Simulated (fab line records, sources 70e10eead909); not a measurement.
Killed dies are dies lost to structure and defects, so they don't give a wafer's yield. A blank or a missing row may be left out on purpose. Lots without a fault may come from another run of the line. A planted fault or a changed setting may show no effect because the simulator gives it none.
Chamber matching | flow nand_harc | NHARC_A_SLIT_DEP_25 on pecvd-03: 3 sister chambers
The step deposits SiO2, target thk 200 nm. 6 wafers are shown with their chamber, then 9 later ones without.

WAFERS WITH THEIR CHAMBER
wafer  | chamber | throttle_valve_pct (%) | heater_power_w (W)
L082.2 | 2       | 15.7                   | 582
L079.1 | 0       | 15.2                   | 858
L079.6 | 1       | 16.8                   | 593
L086.1 | 2       | 16.1                   | 525
L086.2 | 1       | 16.8                   | 477
L086.4 | 0       | 15.4                   | 765

WAFERS WITHOUT THEIR CHAMBER
wafer  | throttle_valve_pct (%) | heater_power_w (W)
L088.1 | 15.6                   | 693
L088.3 | 16.8                   | 548
L088.4 | 15.5                   | 697
L089.2 | 17.0                   | 578
L089.4 | 15.2                   | 768
L089.5 | 16.9                   | 438
L094.1 | 15.6                   | 698
L094.2 | 15.9                   | 449
L094.5 | 15.5                   | 737

WHICH CHAMBER EACH WENT THROUGH
wafer  | from the rows above     | in truth
L088.1 | can't be placed: 0 or 2 | 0
L088.3 | 1                       | 1
L088.4 | can't be placed: 0 or 2 | 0
L089.2 | 1                       | 1
L089.4 | 0                       | 0
L089.5 | 1                       | 1
L094.1 | can't be placed: 0 or 2 | 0
L094.2 | 2                       | 2
L094.5 | can't be placed: 0 or 2 | 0
Placed correctly: 5 of 9. Can't be placed from these rows: 4 (the true chamber is among the candidates in 4). Placed wrongly: 0.
How it was worked out, from the rows above alone: a wafer's distance from a chamber is the root of the sum, over the readings, of the square of ((its reading less the chamber's mean) divided by the reading's scatter). The wafer belongs to the nearest chamber; if the next one is less than 2 further off, it can't be placed. A chamber's mean is the mean of its shown wafers. The scatter: the root of (the sum of the squares of (reading less its chamber's mean) over the shown wafers, divided by (wafers less chambers)).
